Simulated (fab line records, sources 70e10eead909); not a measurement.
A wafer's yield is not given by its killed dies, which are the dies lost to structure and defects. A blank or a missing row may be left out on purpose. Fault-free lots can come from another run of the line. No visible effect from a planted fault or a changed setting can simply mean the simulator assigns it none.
Chamber matching | flow nand_harc | NHARC_A_CONTACT_ETCH_30 on rie_diel-12 has 4 sister chambers
The step etches the open film in CF4/CHF3, target depth 72.6 nm, time 36.3 s. 18 wafers are shown with their chamber, then 8 later ones without.

## WAFERS PAIRED WITH THEIR CHAMBERS
wafer  | chamber | showerhead_plenum_p_Torr (Torr) | drypump_motor_current_A (A) | oes_product_au (a.u.)
L696.2 | 3       | 1.60                            | 5.7                         | 0.915
L696.4 | 2       | 1.48                            | 6.4                         | 0.927
L696.6 | 0       | 1.49                            | 5.2                         | 0.935
L699.1 | 2       | 1.48                            | 6.3                         | 0.928
L699.2 | 3       | 1.60                            | 5.7                         | 0.914
L699.5 | 2       | 1.48                            | 6.3                         | 0.932
L700.2 | 3       | 1.60                            | 5.7                         | 0.910
L700.3 | 2       | 1.48                            | 6.3                         | 0.926
L701.2 | 2       | 1.48                            | 6.3                         | 0.926
L703.2 | 3       | 1.59                            | 5.7                         | 0.916
L703.6 | 0       | 1.48                            | 5.2                         | 0.935
L708.1 | 0       | 1.48                            | 5.2                         | 0.932
L708.5 | 0       | 1.48                            | 5.2                         | 0.933
L708.6 | 3       | 1.59                            | 5.7                         | 0.916
L707.2 | 0       | 1.48                            | 5.1                         | 0.935
L707.3 | 3       | 1.59                            | 5.7                         | 0.915
L707.4 | 2       | 1.48                            | 6.4                         | 0.916
L711.2 | 1       | 1.51                            | 5.8                         | 0.926

SIGNATURES, as means of the wafers listed above
reading                  | chamber 0 | chamber 1 | chamber 2 | chamber 3 | scatter within a chamber
showerhead_plenum_p_Torr | 1.4820    | 1.5100    | 1.4800    | 1.5950    | 0.00405
drypump_motor_current_A  | 5.180     | 5.800     | 6.333     | 5.700     | 0.039
oes_product_au           | 0.93400   | 0.92600   | 0.92583   | 0.91433   | 0.00353
Rule: for each reading, subtract the chamber's mean from the wafer's reading, divide by that reading's scatter and square the result; add these up over the readings and take the root, which gives the wafer's distance from the chamber. The wafer belongs to the nearest chamber; if the next one is less than 2 further off, it can't be placed. The scatter is the square root of a quotient: the sum, over the shown wafers, of each reading's squared deviation from its chamber's mean, divided by wafers minus chambers.

## WAFERS WITH NO CHAMBER GIVEN
wafer  | showerhead_plenum_p_Torr (Torr) | drypump_motor_current_A (A) | oes_product_au (a.u.)
L711.4 | 1.48                            | 5.2                         | 0.925
L711.6 | 1.48                            | 5.2                         | 0.926
L713.1 | 1.51                            | 5.8                         | 0.935
L713.2 | 1.48                            | 5.2                         | 0.936
L713.4 | 1.59                            | 5.7                         | 0.924
L715.3 | 1.48                            | 5.2                         | 0.938
L715.4 | 1.51                            | 5.8                         | 0.936
L715.6 | 1.59                            | 5.7                         | 0.921

## EACH ONE'S CHAMBER
wafer  | from the rows above | in truth
L711.4 | 0                   | 0
L711.6 | 0                   | 0
L713.1 | 1                   | 1
L713.2 | 0                   | 0
L713.4 | 3                   | 3
L715.3 | 0                   | 0
L715.4 | 1                   | 1
L715.6 | 3                   | 3
Placed correctly: 8 of 8. Can't be placed from these rows: 0. Placed wrongly: 0.
